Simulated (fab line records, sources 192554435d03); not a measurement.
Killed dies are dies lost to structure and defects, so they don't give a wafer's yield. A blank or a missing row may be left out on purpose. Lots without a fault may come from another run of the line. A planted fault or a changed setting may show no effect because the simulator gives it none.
Problem report in the 8D (eight disciplines) form, filled by code | flow n5_finfet | the parts of the form that need people (team, actions taken, sign-off) are left out

1. THE PROBLEM
time_to_endpoint_s at N5_BEOL_M10_CMP_52 reads a mean of 3 s on 9 wafers of 3 lots; wafers without a fault read 66 s with a standard deviation of 3.7. That is -17 standard deviations from the usual mean.
The step: polishes, stops on SiCOH lowk, t overpolish 7 s, target thk 140 nm.
First seen on wafer L178.4, day 12 10:10, on cmp-03. The record holds 32 wafers of 11 lots with a number at this step. Rule for "out", or "out of limits": more than 4 standard deviations from the usual mean. The other wafers with a number count as sound.

2. WHAT IT IS AND WHAT IT IS NOT
question                    | is                     | is not
which readings at this step | time_to_endpoint_s     | edge_zone_pressure_frac, head_pressure_psi, motor_current_A, retaining_ring_pressure_frac
which lots                  | L178, L179, L181       | L172, L175, L177, L188, L190, L192, L193, L194
which wafers of those lots  | all that have a number | -
read on which tools         | cmp-01, cmp-02, cmp-03 | -
when                        | from day 12 10:10      | up to then (9 sound wafers); but 14 sound wafers of L188, L190, L192, L193, L194 came after

3. SUSPECTS, AND WHAT RULES EACH OUT
Counting: a tool at a process step up to the reading stays a suspect if it ran every lot that is out and no sound lot after the first of them.
- ecd_cu-02 at N5_BEOL_M10_ECD_50 (material Cu, target thk 318 nm): ruled out as a lasting fault. Sound lots L188, L193, L194 ran on it after its first lot that is out, L178 (day 12 09:46).
Left after counting: nothing in the record.

4. THE CAUSE (what the simulator had put in)
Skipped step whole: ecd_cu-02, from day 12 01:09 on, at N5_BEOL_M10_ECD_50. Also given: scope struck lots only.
Counting ruled it out, wrongly: the rule takes a fault to strike every lot that its tool runs from its start on, and this one did not.

5. THE CHAIN OF EFFECTS, in route order
Each row: a reading whose mean over the struck wafers that have a number lies more than 3 standard deviations from the usual. Only readings for which the record gives a usual standard deviation are gone through. hours: the time from each lot's start at the first step in this table that gives one to its start at this step, as a median over the lots. sigmas: the change in usual standard deviations.
hours | step                    | reading              | usual  | on struck wafers | change | sigmas
0     | N5_BEOL_M10_CMP_52      | time_to_endpoint_s   | 66 s   | 3                | -63    | -17
49    | N5_PASSIVATION_PROBE_49 | defect_limited_yield | 91.4 % | 0.0              | -91.4  | -61
49    | N5_PASSIVATION_PROBE_49 | killed_at_M4_up      | 15     | 1098             | +1083  | +99 or more
49    | N5_PASSIVATION_PROBE_49 | killed_dies          | 101    | 1180             | +1079  | +60
49    | N5_PASSIVATION_PROBE_49 | killed_on_rim        | 14     | 152              | +138   | +31
49    | N5_PASSIVATION_PROBE_49 | sort_bin_5_function  | 5.0 %  | 96.6             | +91.6  | +94
49    | N5_PASSIVATION_PROBE_49 | sort_n_pass          | 1079   | 0                | -1079  | -60
49    | N5_PASSIVATION_PROBE_49 | sort_yield_pct       | 91.4 % | 0.0              | -91.4  | -61
The process steps in it:
- N5_BEOL_M10_CMP_52: polishes, stops on SiCOH lowk, t overpolish 7 s, target thk 140 nm.
- N5_PASSIVATION_PROBE_49

6. WHAT WOULD HAVE CAUGHT IT SOONER
In this record the first reading out of limits was taken at day 12 10:10, 9 hours after the fault began at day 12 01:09.
